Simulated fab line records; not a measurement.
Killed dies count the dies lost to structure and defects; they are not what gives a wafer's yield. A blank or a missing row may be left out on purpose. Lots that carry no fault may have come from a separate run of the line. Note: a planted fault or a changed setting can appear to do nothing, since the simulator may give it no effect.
Matching of chambers ; flow n5Finfet ; N5_MOL_CONTACT_COAG_ETCH_91 on rieDiel-06: 4 sister chambers
The step etches SOC in N2/H2, target depth 60 nm, overetch 21 nm, time 101.2 s. 4 wafers are shown with their chamber, then 7 later ones without.

WAFERS PAIRED WITH THEIR CHAMBERS
wafer;chamber;throttleValvePct (%)
L085.5;0;18.03
L087.5;3;17.73
L088.4;1;17.97
L088.5;2;18.30

WAFERS MISSING THEIR CHAMBER
wafer;throttleValvePct (%)
L088.6;17.72
L090.4;17.97
L090.5;17.96
L090.6;18.31
L097.3;17.75
L097.4;18.34
L097.5;18.01

EACH ONE'S CHAMBER
wafer;from the rows above;in truth
L088.6;3;3
L090.4;1;1
L090.5;1;1
L090.6;2;2
L097.3;3;3
L097.4;2;2
L097.5;can't be placed: 0 or 1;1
Correctly placed: 6 of 7. Unplaceable from these rows: 1, with the true chamber sitting among the candidates in 1. Wrongly placed: 0.
How it was worked out, from the rows above alone: a wafer's distance from a chamber is the root of the sum, over the readings, of the square of ((its reading less the chamber's mean) divided by the reading's scatter). If the next closest chamber is less than 2 further off than the closest, the wafer can't be placed; otherwise it belongs to the closest. The mean given for a chamber averages the wafers shown for that chamber. The scatter: with one shown wafer a chamber, the root of the mean of the squares of how far each hidden wafer lies from its nearest shown one.
